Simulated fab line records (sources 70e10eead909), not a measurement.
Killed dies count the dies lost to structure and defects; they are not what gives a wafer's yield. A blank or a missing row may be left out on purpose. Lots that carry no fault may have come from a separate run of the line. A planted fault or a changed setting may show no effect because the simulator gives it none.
fab line records / flow nandHarc
record lots=7 wafers=18 lastDay=32
route steps=1302 shown A_STAIRCASE@661
lots untouched by any fault: they come from a run of this same line in which no faults occurred
startH: hours from the record's opening day to when the first of the lot's shown wafers began / waitH: time in hours since the lot's previous step / " identical to the entry in the row above / L1.1+2: a single row standing in for several wafers / - no value, or no start was given / * or withheld: withheld / < > ~ a bound
route shown NAME@n: names a module that has steps shown in the file, with the first one's number in the route / usual: the fault-free wafers' mean and standard deviation / same: alike in all rows / chamber/n: place in a boat / sites: the reading at each site / _std_site: how widely they spread, as a standard deviation / _edge_site: outer sites' mean less inner sites' / radiusMm: for every site, how far away it sits from the centre of the wafer / mask NAME#n: copy n / behind: the most recent tool/chamber to have shaped the wafer / hold: the reason the lot was held/the length of the hold in hours/how it ended / device: the transistor (n, p or np) that didn't switch / end of line: tests of these same wafers at the route's end / where a step has no rows: the recipe by itself / killed: count of dies lost to structure and defects at first sort (not the wafer's yield) / map: per-die view of a wafer (x killed, . not killed, _ where there is no die)
set.NAME: the setting as run; set.NAME@STEP: as run at that earlier step / model.NAME: the simulator's own value behind a step, which no gauge read
a table for each step, a row for each wafer; lots at some steps of the route
services: the hour from which a tool's chamber was out of use, counted from the record's first day as startH (under 0 if before that day), plus the number of hours and why
## steps
# step NHARC_A_STAIRCASE_EBR_05
# step NHARC_A_STAIRCASE_EXPOSE_06
# recipe na=0.5 doseMj=25.43 maskId=STAIR
# step NHARC_A_STAIRCASE_PEB_07
# recipe pebTempC=115 pebTimeS=130
# step NHARC_A_STAIRCASE_DEVELOP_08
# recipe timeS=140
# step NHARC_A_STAIRCASE_HARDBAKE_10
# recipe tempC=120 timeS=140
# step NHARC_A_STAIRCASE_DESCUM_11
# recipe timeS=3 o2FlowSccm=200 arFlowSccm=0 biasPowerW=0 chemistry=O2
# usual drypumpMotorCurrentA=5.7/0.38 mfcArSccm=0.016/0.015 oesProductAu=1.006/0.015 rfVppV=57.8/0.92 showerheadPlenumPTorr=1.93/0.058 throttleValvePct=11.311/0.0087
lot.wafer=L233.4 tool=rieDiel-06 chamber=1 startH=407.33 waitH=- drypumpMotorCurrentA=5.9 mfcArSccm=0.024 oesProductAu=1.008 rfHoursCounterH=26 rfVppV=58.4 showerheadPlenumPTorr=1.88 throttleValvePct=11.320
lot.wafer=L233.3 tool=rieDiel-06 chamber=3 startH=407.33 waitH=- drypumpMotorCurrentA=5.2 mfcArSccm=0.045 oesProductAu=1.023 rfHoursCounterH=28 rfVppV=55.8 showerheadPlenumPTorr=1.90 throttleValvePct=11.317
lot.wafer=L233.5 tool=rieDiel-06 chamber=1 startH=407.33 waitH=- drypumpMotorCurrentA=5.9 mfcArSccm=0.024 oesProductAu=1.005 rfHoursCounterH=- rfVppV=58.0 showerheadPlenumPTorr=1.88 throttleValvePct=11.301
lot.wafer=L234.4 tool=rieDiel-06 chamber=1 startH=427.45 waitH=- drypumpMotorCurrentA=5.9 mfcArSccm=0.024 oesProductAu=1.021 rfHoursCounterH=33 rfVppV=56.7 showerheadPlenumPTorr=1.87 throttleValvePct=11.320
lot.wafer=L234.5 tool=rieDiel-06 chamber=0 startH=427.45 waitH=- drypumpMotorCurrentA=6.1 mfcArSccm=0 oesProductAu=1.018 rfHoursCounterH=- rfVppV=59.0 showerheadPlenumPTorr=1.93 throttleValvePct=11.302
lot.wafer=L235.3 tool=rieDiel-06 chamber=3 startH=427.61 waitH=- drypumpMotorCurrentA=5.2 mfcArSccm=0.045 oesProductAu=1.021 rfHoursCounterH=34 rfVppV=56.7 showerheadPlenumPTorr=1.90 throttleValvePct=11.306
lot.wafer=L235.5 tool=rieDiel-06 chamber=3 startH=427.61 waitH=- drypumpMotorCurrentA=5.2 mfcArSccm=0.045 oesProductAu=1.016 rfHoursCounterH=- rfVppV=57.5 showerheadPlenumPTorr=1.90 throttleValvePct=11.315
lot.wafer=L237.3 tool=rieDiel-06 chamber=0 startH=462.73 waitH=- drypumpMotorCurrentA=6.1 mfcArSccm=0 oesProductAu=0.990 rfHoursCounterH=49 rfVppV=58.0 showerheadPlenumPTorr=1.92 throttleValvePct=11.322
lot.wafer=L237.5 tool=rieDiel-06 chamber=1 startH=462.73 waitH=- drypumpMotorCurrentA=5.9 mfcArSccm=0.024 oesProductAu=1.014 rfHoursCounterH=- rfVppV=56.4 showerheadPlenumPTorr=1.87 throttleValvePct=11.303
lot.wafer=L242.4 tool=rieDiel-05 chamber=2 startH=485.76 waitH=- drypumpMotorCurrentA=5.7 mfcArSccm=0.027 oesProductAu=1.026 rfHoursCounterH=21 rfVppV=57.3 showerheadPlenumPTorr=2.05 throttleValvePct=11.315
lot.wafer=L242.1 tool=rieDiel-05 chamber=3 startH=485.76 waitH=- drypumpMotorCurrentA=5.5 mfcArSccm=0.015 oesProductAu=0.997 rfHoursCounterH=26 rfVppV=57.3 showerheadPlenumPTorr=1.89 throttleValvePct=11.299
lot.wafer=L242.2 tool=rieDiel-05 chamber=0 startH=485.76 waitH=- drypumpMotorCurrentA=5.6 mfcArSccm=0.006 oesProductAu=1.019 rfHoursCounterH=26 rfVppV=57.4 showerheadPlenumPTorr=1.84 throttleValvePct=11.319
lot.wafer=L243.2 tool=rieDiel-05 chamber=0 startH=510.28 waitH=- drypumpMotorCurrentA=5.6 mfcArSccm=0.006 oesProductAu=1.003 rfHoursCounterH=34 rfVppV=57.5 showerheadPlenumPTorr=1.84 throttleValvePct=11.313
lot.wafer=L243.5 tool=rieDiel-05 chamber=1 startH=510.28 waitH=- drypumpMotorCurrentA=6.3 mfcArSccm=0.023 oesProductAu=0.994 rfHoursCounterH=- rfVppV=59.1 showerheadPlenumPTorr=2.03 throttleValvePct=11.337
lot.wafer=L243.6 tool=rieDiel-05 chamber=3 startH=510.28 waitH=- drypumpMotorCurrentA=5.5 mfcArSccm=0.015 oesProductAu=1.001 rfHoursCounterH=- rfVppV=58.2 showerheadPlenumPTorr=1.88 throttleValvePct=11.299
lot.wafer=L246.3 tool=rieDiel-05 chamber=3 startH=537.31 waitH=- drypumpMotorCurrentA=5.5 mfcArSccm=0.015 oesProductAu=1.009 rfHoursCounterH=44 rfVppV=58.3 showerheadPlenumPTorr=1.88 throttleValvePct=11.302
lot.wafer=L246.4 tool=rieDiel-05 chamber=0 startH=537.31 waitH=- drypumpMotorCurrentA=5.7 mfcArSccm=0.006 oesProductAu=1.010 rfHoursCounterH=46 rfVppV=57.5 showerheadPlenumPTorr=1.84 throttleValvePct=11.320
lot.wafer=L246.5 tool=rieDiel-05 chamber=1 startH=537.31 waitH=- drypumpMotorCurrentA=6.3 mfcArSccm=0.023 oesProductAu=0.995 rfHoursCounterH=- rfVppV=58.9 showerheadPlenumPTorr=2.02 throttleValvePct=11.320
# step NHARC_A_STAIRCASE_TRIM_12
# recipe timeS=211.2 o2FlowSccm=500 arFlowSccm=0 biasW=0 chemistry=O2
# step NHARC_A_STAIRCASE_ETCH_13
# recipe targetDepthA=1000 timeS=40.5 ionEnergyEv=400 c4f8FlowSccm=20 o2FlowSccm=10 arFlowSccm=withheld rfW=600 biasW=1000 chemistry=C4F8/O2
# step NHARC_A_STAIRCASE_TRIM_14
# recipe timeS=211.2 o2FlowSccm=500 arFlowSccm=0 biasW=0 chemistry=O2
# usual drypumpMotorCurrentA=5.7/0.39 mfcArSccm=0.017/0.016 oesProductAu=1.007/0.015 rfVppV=57.8/0.88 showerheadPlenumPTorr=3.55/0.097 throttleValvePct=17.036/0.0091
lot.wafer=L233.4 tool=rieDiel-06 chamber=0 startH=- waitH=- drypumpMotorCurrentA=6.1 mfcArSccm=0 oesProductAu=1.011 rfHoursCounterH=28 rfVppV=58.0 showerheadPlenumPTorr=3.56 throttleValvePct=17.039
lot.wafer=L233.3 tool=rieDiel-06 chamber=2 startH=- waitH=- drypumpMotorCurrentA=5.3 mfcArSccm=0.012 oesProductAu=0.971 rfHoursCounterH=27 rfVppV=57.6 showerheadPlenumPTorr=3.59 throttleValvePct=17.034
lot.wafer=L233.5 tool=rieDiel-06 chamber=0 startH=- waitH=- drypumpMotorCurrentA=6.1 mfcArSccm=0 oesProductAu=1.020 rfHoursCounterH=- rfVppV=57.9 showerheadPlenumPTorr=3.56 throttleValvePct=17.043
lot.wafer=L234.4 tool=rieDiel-06 chamber=3 startH=- waitH=- drypumpMotorCurrentA=5.2 mfcArSccm=0.045 oesProductAu=1.018 rfHoursCounterH=34 rfVppV=58.2 showerheadPlenumPTorr=3.50 throttleValvePct=17.039
lot.wafer=L234.5 tool=rieDiel-06 chamber=1 startH=- waitH=- drypumpMotorCurrentA=5.9 mfcArSccm=0.024 oesProductAu=1.012 rfHoursCounterH=- rfVppV=59.1 showerheadPlenumPTorr=3.46 throttleValvePct=17.036
lot.wafer=L235.3 tool=rieDiel-06 chamber=1 startH=- waitH=- drypumpMotorCurrentA=5.9 mfcArSccm=0.024 oesProductAu=1.015 rfHoursCounterH=34 rfVppV=57.6 showerheadPlenumPTorr=3.46 throttleValvePct=17.037
lot.wafer=L235.5 tool=rieDiel-06 chamber=1 startH=- waitH=- drypumpMotorCurrentA=5.9 mfcArSccm=0.024 oesProductAu=1.007 rfHoursCounterH=- rfVppV=56.9 showerheadPlenumPTorr=3.46 throttleValvePct=17.026
lot.wafer=L237.3 tool=rieDiel-06 chamber=1 startH=- waitH=- drypumpMotorCurrentA=5.9 mfcArSccm=0.024 oesProductAu=1.014 rfHoursCounterH=45 rfVppV=58.3 showerheadPlenumPTorr=3.45 throttleValvePct=17.024
lot.wafer=L237.5 tool=rieDiel-06 chamber=3 startH=- waitH=- drypumpMotorCurrentA=5.2 mfcArSccm=0.045 oesProductAu=1.010 rfHoursCounterH=- rfVppV=56.7 showerheadPlenumPTorr=3.49 throttleValvePct=17.027
lot.wafer=L242.4 tool=rieDiel-05 chamber=3 startH=- waitH=- drypumpMotorCurrentA=5.5 mfcArSccm=0.015 oesProductAu=0.983 rfHoursCounterH=26 rfVppV=56.8 showerheadPlenumPTorr=3.48 throttleValvePct=17.028
lot.wafer=L242.1 tool=rieDiel-05 chamber=1 startH=- waitH=- drypumpMotorCurrentA=6.4 mfcArSccm=0.023 oesProductAu=0.991 rfHoursCounterH=24 rfVppV=59.5 showerheadPlenumPTorr=3.72 throttleValvePct=17.040
lot.wafer=L242.2 tool=rieDiel-05 chamber=2 startH=- waitH=- drypumpMotorCurrentA=5.7 mfcArSccm=0.027 oesProductAu=1.022 rfHoursCounterH=21 rfVppV=58.6 showerheadPlenumPTorr=3.76 throttleValvePct=17.038
lot.wafer=L243.2 tool=rieDiel-05 chamber=3 startH=- waitH=- drypumpMotorCurrentA=5.5 mfcArSccm=0.015 oesProductAu=0.999 rfHoursCounterH=37 rfVppV=58.4 showerheadPlenumPTorr=3.48 throttleValvePct=17.026
lot.wafer=L243.6 tool=rieDiel-05 chamber=0 startH=- waitH=- drypumpMotorCurrentA=5.7 mfcArSccm=0.006 oesProductAu=1.007 rfHoursCounterH=- rfVppV=58.5 showerheadPlenumPTorr=3.40 throttleValvePct=17.048
lot.wafer=L243.5 tool=rieDiel-05 chamber=1 startH=- waitH=- drypumpMotorCurrentA=6.4 mfcArSccm=0.023 oesProductAu=0.990 rfHoursCounterH=- rfVppV=58.7 showerheadPlenumPTorr=3.72 throttleValvePct=17.043
lot.wafer=L246.3 tool=rieDiel-05 chamber=2 startH=- waitH=- drypumpMotorCurrentA=5.7 mfcArSccm=0.027 oesProductAu=1.039 rfHoursCounterH=34 rfVppV=58.7 showerheadPlenumPTorr=3.76 throttleValvePct=17.036
lot.wafer=L246.4 tool=rieDiel-05 chamber=3 startH=- waitH=- drypumpMotorCurrentA=5.5 mfcArSccm=0.015 oesProductAu=1.006 rfHoursCounterH=44 rfVppV=58.1 showerheadPlenumPTorr=3.47 throttleValvePct=17.029
lot.wafer=L246.5 tool=rieDiel-05 chamber=2 startH=- waitH=- drypumpMotorCurrentA=5.7 mfcArSccm=0.027 oesProductAu=1.034 rfHoursCounterH=- rfVppV=58.4 showerheadPlenumPTorr=3.76 throttleValvePct=17.042
# step NHARC_A_STAIRCASE_ETCH_15
# recipe targetDepthA=1000 timeS=40.5 ionEnergyEv=400 c4f8FlowSccm=20 o2FlowSccm=10 arFlowSccm=withheld rfW=600 biasW=1000 chemistry=C4F8/O2
# usual oesProductAu=0.948/0.016 rfVppV=897/3.7
lot.wafer=L233.3 tool=rieDiel-06 chamber=0 startH=- waitH=- oesProductAu=0.951 rfHoursCounterH=28 rfVppV=897
lot.wafer=L233.4 tool=rieDiel-06 chamber=1 startH=- waitH=- oesProductAu=0.943 rfHoursCounterH=26 rfVppV=894
lot.wafer=L233.5 tool=rieDiel-06 chamber=3 startH=- waitH=- oesProductAu=0.943 rfHoursCounterH=- rfVppV=896
lot.wafer=L234.4 tool=rieDiel-06 chamber=1 startH=- waitH=- oesProductAu=0.934 rfHoursCounterH=34 rfVppV=892
lot.wafer=L234.5 tool=rieDiel-06 chamber=0 startH=- waitH=- oesProductAu=0.955 rfHoursCounterH=- rfVppV=897
lot.wafer=L235.3 tool=rieDiel-06 chamber=0 startH=- waitH=- oesProductAu=0.950 rfHoursCounterH=35 rfVppV=896
lot.wafer=L235.5 tool=rieDiel-06 chamber=0 startH=- waitH=- oesProductAu=0.958 rfHoursCounterH=- rfVppV=897
lot.wafer=L237.3 tool=rieDiel-06 chamber=1 startH=- waitH=- oesProductAu=0.952 rfHoursCounterH=45 rfVppV=894
lot.wafer=L237.5 tool=rieDiel-06 chamber=3 startH=- waitH=- oesProductAu=0.959 rfHoursCounterH=- rfVppV=894
lot.wafer=L242.1 tool=rieDiel-05 chamber=3 startH=- waitH=- oesProductAu=0.919 rfHoursCounterH=26 rfVppV=895
lot.wafer=L242.2 tool=rieDiel-05 chamber=0 startH=- waitH=- oesProductAu=0.959 rfHoursCounterH=27 rfVppV=893
lot.wafer=L242.4 tool=rieDiel-05 chamber=2 startH=- waitH=- oesProductAu=0.965 rfHoursCounterH=21 rfVppV=905
lot.wafer=L243.2 tool=rieDiel-05 chamber=3 startH=- waitH=- oesProductAu=0.924 rfHoursCounterH=37 rfVppV=894
lot.wafer=L243.5 tool=rieDiel-05 chamber=2 startH=- waitH=- oesProductAu=0.941 rfHoursCounterH=- rfVppV=905
lot.wafer=L243.6 tool=rieDiel-05 chamber=3 startH=- waitH=- oesProductAu=0.922 rfHoursCounterH=- rfVppV=895
lot.wafer=L246.4 tool=rieDiel-05 chamber=1 startH=- waitH=- oesProductAu=0.917 rfHoursCounterH=46 rfVppV=904
lot.wafer=L246.3 tool=rieDiel-05 chamber=3 startH=- waitH=- oesProductAu=0.914 rfHoursCounterH=46 rfVppV=894
lot.wafer=L246.5 tool=rieDiel-05 chamber=1 startH=- waitH=- oesProductAu=0.918 rfHoursCounterH=- rfVppV=902
# step NHARC_A_STAIRCASE_TRIM_16
# recipe timeS=211.2 o2FlowSccm=500 arFlowSccm=0 biasW=0 chemistry=O2
# usual drypumpMotorCurrentA=5.7/0.39 mfcArSccm=0.017/0.015 oesProductAu=1.006/0.016 rfVppV=57.9/0.8 showerheadPlenumPTorr=3.56/0.1 throttleValvePct=17.037/0.0091
lot.wafer=L233.3 tool=rieDiel-06 chamber=2 startH=- waitH=- drypumpMotorCurrentA=5.3 mfcArSccm=0.012 oesProductAu=0.974 rfHoursCounterH=27 rfVppV=57.9 showerheadPlenumPTorr=3.59 throttleValvePct=17.029
lot.wafer=L233.4 tool=rieDiel-06 chamber=1 startH=- waitH=- drypumpMotorCurrentA=5.8 mfcArSccm=0.024 oesProductAu=1.014 rfHoursCounterH=26 rfVppV=58.4 showerheadPlenumPTorr=3.46 throttleValvePct=17.031
lot.wafer=L233.5 tool=rieDiel-06 chamber=3 startH=- waitH=- drypumpMotorCurrentA=5.2 mfcArSccm=0.045 oesProductAu=1.024 rfHoursCounterH=- rfVppV=57.3 showerheadPlenumPTorr=3.50 throttleValvePct=17.025
lot.wafer=L234.4 tool=rieDiel-06 chamber=1 startH=- waitH=- drypumpMotorCurrentA=5.9 mfcArSccm=0.024 oesProductAu=0.999 rfHoursCounterH=34 rfVppV=58.8 showerheadPlenumPTorr=3.46 throttleValvePct=17.039
lot.wafer=L234.5 tool=rieDiel-06 chamber=0 startH=- waitH=- drypumpMotorCurrentA=6.1 mfcArSccm=0 oesProductAu=1.025 rfHoursCounterH=- rfVppV=59.2 showerheadPlenumPTorr=3.55 throttleValvePct=17.030
lot.wafer=L235.3 tool=rieDiel-06 chamber=0 startH=- waitH=- drypumpMotorCurrentA=6.1 mfcArSccm=0 oesProductAu=1.018 rfHoursCounterH=35 rfVppV=56.1 showerheadPlenumPTorr=3.55 throttleValvePct=17.046
lot.wafer=L235.5 tool=rieDiel-06 chamber=3 startH=- waitH=- drypumpMotorCurrentA=5.2 mfcArSccm=0.045 oesProductAu=1.012 rfHoursCounterH=- rfVppV=58.8 showerheadPlenumPTorr=3.50 throttleValvePct=17.045
lot.wafer=L237.3 tool=rieDiel-06 chamber=1 startH=- waitH=- drypumpMotorCurrentA=5.9 mfcArSccm=0.024 oesProductAu=1.009 rfHoursCounterH=45 rfVppV=58.5 showerheadPlenumPTorr=3.45 throttleValvePct=17.034
lot.wafer=L237.5 tool=rieDiel-06 chamber=2 startH=- waitH=- drypumpMotorCurrentA=5.3 mfcArSccm=0.012 oesProductAu=0.985 rfHoursCounterH=- rfVppV=57.0 showerheadPlenumPTorr=3.59 throttleValvePct=17.051
lot.wafer=L242.4 tool=rieDiel-05 chamber=0 startH=- waitH=- drypumpMotorCurrentA=5.6 mfcArSccm=0.006 oesProductAu=1.022 rfHoursCounterH=27 rfVppV=58.0 showerheadPlenumPTorr=3.40 throttleValvePct=17.039
lot.wafer=L242.1 tool=rieDiel-05 chamber=2 startH=- waitH=- drypumpMotorCurrentA=5.7 mfcArSccm=0.027 oesProductAu=1.024 rfHoursCounterH=21 rfVppV=59.4 showerheadPlenumPTorr=3.76 throttleValvePct=17.034
lot.wafer=L242.2 tool=rieDiel-05 chamber=3 startH=- waitH=- drypumpMotorCurrentA=5.6 mfcArSccm=0.015 oesProductAu=1.002 rfHoursCounterH=26 rfVppV=58.1 showerheadPlenumPTorr=3.48 throttleValvePct=17.039
lot.wafer=L243.2 tool=rieDiel-05 chamber=3 startH=- waitH=- drypumpMotorCurrentA=5.6 mfcArSccm=0.015 oesProductAu=1.000 rfHoursCounterH=37 rfVppV=57.8 showerheadPlenumPTorr=3.48 throttleValvePct=17.028
lot.wafer=L243.6 tool=rieDiel-05 chamber=1 startH=- waitH=- drypumpMotorCurrentA=6.3 mfcArSccm=0.023 oesProductAu=0.991 rfHoursCounterH=- rfVppV=57.9 showerheadPlenumPTorr=3.72 throttleValvePct=17.035
lot.wafer=L243.5 tool=rieDiel-05 chamber=2 startH=- waitH=- drypumpMotorCurrentA=5.7 mfcArSccm=0.027 oesProductAu=1.021 rfHoursCounterH=- rfVppV=59.2 showerheadPlenumPTorr=3.76 throttleValvePct=17.034
lot.wafer=L246.4 tool=rieDiel-05 chamber=2 startH=- waitH=- drypumpMotorCurrentA=5.7 mfcArSccm=0.027 oesProductAu=1.038 rfHoursCounterH=38 rfVppV=56.8 showerheadPlenumPTorr=3.75 throttleValvePct=17.035
lot.wafer=L246.3 tool=rieDiel-05 chamber=3 startH=- waitH=- drypumpMotorCurrentA=5.5 mfcArSccm=0.015 oesProductAu=0.998 rfHoursCounterH=46 rfVppV=58.4 showerheadPlenumPTorr=3.47 throttleValvePct=17.028
lot.wafer=L246.5 tool=rieDiel-05 chamber=2 startH=- waitH=- drypumpMotorCurrentA=5.7 mfcArSccm=0.027 oesProductAu=1.042 rfHoursCounterH=- rfVppV=58.8 showerheadPlenumPTorr=3.75 throttleValvePct=17.042
# step NHARC_A_STAIRCASE_ETCH_17
# recipe targetDepthA=1000 timeS=40.5 ionEnergyEv=400 c4f8FlowSccm=20 o2FlowSccm=10 arFlowSccm=withheld rfW=600 biasW=1000 chemistry=C4F8/O2
# usual oesProductAu=0.949/0.016 rfVppV=897/3.6
lot.wafer=L233.4 tool=rieDiel-06 chamber=2 startH=408.50 waitH=- oesProductAu=0.899 rfHoursCounterH=27 rfVppV=897
lot.wafer=L233.3 tool=rieDiel-06 chamber=0 startH=408.50 waitH=- oesProductAu=0.957 rfHoursCounterH=28 rfVppV=897
lot.wafer=L233.5 tool=rieDiel-06 chamber=2 startH=408.50 waitH=- oesProductAu=0.901 rfHoursCounterH=- rfVppV=898
lot.wafer=L234.4 tool=rieDiel-06 chamber=0 startH=428.23 waitH=- oesProductAu=0.947 rfHoursCounterH=35 rfVppV=897
lot.wafer=L234.5 tool=rieDiel-06 chamber=2 startH=428.23 waitH=- oesProductAu=0.794 rfHoursCounterH=- rfVppV=900
lot.wafer=L235.3 tool=rieDiel-06 chamber=2 startH=428.42 waitH=- oesProductAu=0.793 rfHoursCounterH=33 rfVppV=898
lot.wafer=L235.5 tool=rieDiel-06 chamber=2 startH=428.42 waitH=- oesProductAu=0.787 rfHoursCounterH=- rfVppV=899
lot.wafer=L237.3 tool=rieDiel-06 chamber=2 startH=463.44 waitH=- oesProductAu=0.791 rfHoursCounterH=42 rfVppV=898
lot.wafer=L237.5 tool=rieDiel-06 chamber=2 startH=463.44 waitH=- oesProductAu=0.782 rfHoursCounterH=- rfVppV=898
lot.wafer=L242.2 tool=rieDiel-05 chamber=2 startH=486.60 waitH=- oesProductAu=0.949 rfHoursCounterH=21 rfVppV=904
lot.wafer=L242.4 tool=rieDiel-05 chamber=0 startH=486.60 waitH=- oesProductAu=0.957 rfHoursCounterH=27 rfVppV=891
lot.wafer=L242.1 tool=rieDiel-05 chamber=1 startH=486.60 waitH=- oesProductAu=0.934 rfHoursCounterH=24 rfVppV=903
lot.wafer=L243.2 tool=rieDiel-05 chamber=3 startH=515.34 waitH=- oesProductAu=0.942 rfHoursCounterH=37 rfVppV=894
lot.wafer=L243.5 tool=rieDiel-05 chamber=1 startH=515.34 waitH=- oesProductAu=0.929 rfHoursCounterH=- rfVppV=904
lot.wafer=L243.6 tool=rieDiel-05 chamber=2 startH=515.34 waitH=- oesProductAu=0.964 rfHoursCounterH=- rfVppV=903
lot.wafer=L246.3 tool=rieDiel-05 chamber=3 startH=541.25 waitH=- oesProductAu=0.937 rfHoursCounterH=46 rfVppV=893
lot.wafer=L246.4 tool=rieDiel-05 chamber=0 startH=541.25 waitH=- oesProductAu=0.940 rfHoursCounterH=48 rfVppV=892
lot.wafer=L246.5 tool=rieDiel-05 chamber=3 startH=541.25 waitH=- oesProductAu=0.933 rfHoursCounterH=- rfVppV=893
# step NHARC_A_STAIRCASE_TRIM_18
# recipe timeS=211.2 o2FlowSccm=500 arFlowSccm=0 biasW=0 chemistry=O2
# usual drypumpMotorCurrentA=5.7/0.38 mfcArSccm=0.016/0.015 oesProductAu=1.008/0.015 rfVppV=57.8/0.91 showerheadPlenumPTorr=3.55/0.099 throttleValvePct=17.038/0.0075
lot.wafer=L233.3 tool=rieDiel-06 chamber=0 startH=- waitH=- drypumpMotorCurrentA=6.1 mfcArSccm=0 oesProductAu=1.011 rfHoursCounterH=28 rfVppV=56.4 showerheadPlenumPTorr=3.56 throttleValvePct=17.037
lot.wafer=L233.4 tool=rieDiel-06 chamber=2 startH=- waitH=- drypumpMotorCurrentA=5.3 mfcArSccm=0.012 oesProductAu=0.970 rfHoursCounterH=27 rfVppV=59.1 showerheadPlenumPTorr=3.59 throttleValvePct=17.029
lot.wafer=L233.5 tool=rieDiel-06 chamber=1 startH=- waitH=- drypumpMotorCurrentA=5.9 mfcArSccm=0.024 oesProductAu=1.004 rfHoursCounterH=- rfVppV=56.3 showerheadPlenumPTorr=3.46 throttleValvePct=17.036
lot.wafer=L234.4 tool=rieDiel-06 chamber=3 startH=- waitH=- drypumpMotorCurrentA=5.2 mfcArSccm=0.045 oesProductAu=1.021 rfHoursCounterH=34 rfVppV=57.3 showerheadPlenumPTorr=3.50 throttleValvePct=17.037
lot.wafer=L234.5 tool=rieDiel-06 chamber=1 startH=- waitH=- drypumpMotorCurrentA=5.9 mfcArSccm=0.024 oesProductAu=1.015 rfHoursCounterH=- rfVppV=57.2 showerheadPlenumPTorr=3.46 throttleValvePct=17.041
lot.wafer=L235.3 tool=rieDiel-06 chamber=3 startH=- waitH=- drypumpMotorCurrentA=5.2 mfcArSccm=0.045 oesProductAu=1.022 rfHoursCounterH=34 rfVppV=57.0 showerheadPlenumPTorr=3.50 throttleValvePct=17.038
lot.wafer=L235.5 tool=rieDiel-06 chamber=2 startH=- waitH=- drypumpMotorCurrentA=5.3 mfcArSccm=0.012 oesProductAu=0.987 rfHoursCounterH=- rfVppV=58.4 showerheadPlenumPTorr=3.59 throttleValvePct=17.037
lot.wafer=L237.3 tool=rieDiel-06 chamber=3 startH=- waitH=- drypumpMotorCurrentA=5.2 mfcArSccm=0.045 oesProductAu=1.019 rfHoursCounterH=46 rfVppV=57.8 showerheadPlenumPTorr=3.49 throttleValvePct=17.045
lot.wafer=L237.5 tool=rieDiel-06 chamber=0 startH=- waitH=- drypumpMotorCurrentA=6.1 mfcArSccm=0 oesProductAu=1.005 rfHoursCounterH=- rfVppV=59.1 showerheadPlenumPTorr=3.54 throttleValvePct=17.047
lot.wafer=L242.1 tool=rieDiel-05 chamber=1 startH=- waitH=- drypumpMotorCurrentA=6.3 mfcArSccm=0.023 oesProductAu=0.985 rfHoursCounterH=24 rfVppV=58.1 showerheadPlenumPTorr=3.72 throttleValvePct=17.043
lot.wafer=L242.2 tool=rieDiel-05 chamber=2 startH=- waitH=- drypumpMotorCurrentA=5.7 mfcArSccm=0.027 oesProductAu=1.010 rfHoursCounterH=21 rfVppV=57.9 showerheadPlenumPTorr=3.76 throttleValvePct=17.035
lot.wafer=L242.4 tool=rieDiel-05 chamber=3 startH=- waitH=- drypumpMotorCurrentA=5.5 mfcArSccm=0.015 oesProductAu=0.988 rfHoursCounterH=26 rfVppV=58.2 showerheadPlenumPTorr=3.48 throttleValvePct=17.052
lot.wafer=L243.2 tool=rieDiel-05 chamber=3 startH=- waitH=- drypumpMotorCurrentA=5.5 mfcArSccm=0.015 oesProductAu=1.000 rfHoursCounterH=37 rfVppV=57.4 showerheadPlenumPTorr=3.48 throttleValvePct=17.031
lot.wafer=L243.6 tool=rieDiel-05 chamber=2 startH=- waitH=- drypumpMotorCurrentA=5.7 mfcArSccm=0.027 oesProductAu=1.022 rfHoursCounterH=- rfVppV=58.6 showerheadPlenumPTorr=3.76 throttleValvePct=17.052
lot.wafer=L243.5 tool=rieDiel-05 chamber=3 startH=- waitH=- drypumpMotorCurrentA=5.5 mfcArSccm=0.015 oesProductAu=1.000 rfHoursCounterH=- rfVppV=58.0 showerheadPlenumPTorr=3.48 throttleValvePct=17.035
lot.wafer=L246.4 tool=rieDiel-05 chamber=0 startH=- waitH=- drypumpMotorCurrentA=5.7 mfcArSccm=0.006 oesProductAu=1.010 rfHoursCounterH=48 rfVppV=57.3 showerheadPlenumPTorr=3.39 throttleValvePct=17.032
lot.wafer=L246.3 tool=rieDiel-05 chamber=2 startH=- waitH=- drypumpMotorCurrentA=5.7 mfcArSccm=0.027 oesProductAu=1.035 rfHoursCounterH=38 rfVppV=56.6 showerheadPlenumPTorr=3.75 throttleValvePct=17.052
lot.wafer=L246.5 tool=rieDiel-05 chamber=0 startH=- waitH=- drypumpMotorCurrentA=5.6 mfcArSccm=0.006 oesProductAu=1.008 rfHoursCounterH=- rfVppV=57.8 showerheadPlenumPTorr=3.39 throttleValvePct=17.029
## services
tool=rieDiel-05 chamber=0 startH=388.01 hours=- kind=clean
tool=rieDiel-05 chamber=1 startH=388.01 hours=- kind=clean
tool=rieDiel-05 chamber=2 startH=388.01 hours=- kind=clean
tool=rieDiel-05 chamber=3 startH=388.01 hours=- kind=clean
tool=rieDiel-06 chamber=0 startH=390.57 hours=- kind=clean
tool=rieDiel-06 chamber=1 startH=390.57 hours=- kind=clean
tool=rieDiel-06 chamber=2 startH=390.57 hours=- kind=clean
tool=rieDiel-06 chamber=3 startH=390.57 hours=- kind=clean
tool=rieDiel-05 chamber=- startH=406.64 hours=9.0 kind=pm
tool=rieDiel-05 chamber=0 startH=406.64 hours=9.0 kind=ventCycle
tool=rieDiel-05 chamber=1 startH=406.64 hours=9.0 kind=ventCycle
tool=rieDiel-05 chamber=2 startH=406.64 hours=9.0 kind=ventCycle
tool=rieDiel-05 chamber=3 startH=406.64 hours=9.0 kind=ventCycle
tool=rieDiel-06 chamber=0 startH=415.52 hours=- kind=clean
tool=rieDiel-06 chamber=1 startH=415.52 hours=- kind=clean
tool=rieDiel-06 chamber=2 startH=415.52 hours=- kind=clean
tool=rieDiel-06 chamber=3 startH=415.52 hours=- kind=clean
tool=rieDiel-05 chamber=0 startH=415.64 hours=- kind=clean
tool=rieDiel-05 chamber=1 startH=415.64 hours=- kind=clean
tool=rieDiel-05 chamber=1 startH=415.64 hours=- kind=consumableReplace:focusRing
tool=rieDiel-05 chamber=- startH=449.79 hours=0.6 kind=repair
tool=rieDiel-05 chamber=0 startH=470.51 hours=4.5 kind=repair
tool=rieDiel-06 chamber=- startH=485.02 hours=9.0 kind=pm
tool=rieDiel-05 chamber=2 startH=504.00 hours=8.9 kind=repair
## key
firstSign step=NHARC_A_STAIRCASE_ETCH_17 reading=oesProductAu direction=down sigmas=10 usual=0.949 struck=0.789
effect none on later readings
metAt NHARC_A_STAIRCASE_ETCH_17
struckWafers L234.5,L235.3,L235.5,L237.3,L237.5
rowsEnd L235.5,L237.3
sortLeftOut L234.5,L235.3,L237.5
testerLeftOut L234,L235,L237
onsetBetween 408.50 428.23
fault kind=processParameterDrift tool=rieDiel-06 chamber=2 onsetH=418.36 steps=NHARC_A_STAIRCASE_ETCH_17 channel=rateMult offset=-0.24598 shape=step
# testerLeftOut: of these lots the tester's yield and bins aren't shown, on N5 and GAA mostly nor the transistor test; their killed dies are dies lost to structure and defects alone, not to doping, threshold or leakage, so they don't give the yield
# sortLeftOut: the simulated sort isn't trusted on such a fault, so these wafers' sort isn't shown, and their yield isn't known
# rowsEnd: these wafers met a further fault down the route, and their rows from its step on are left out
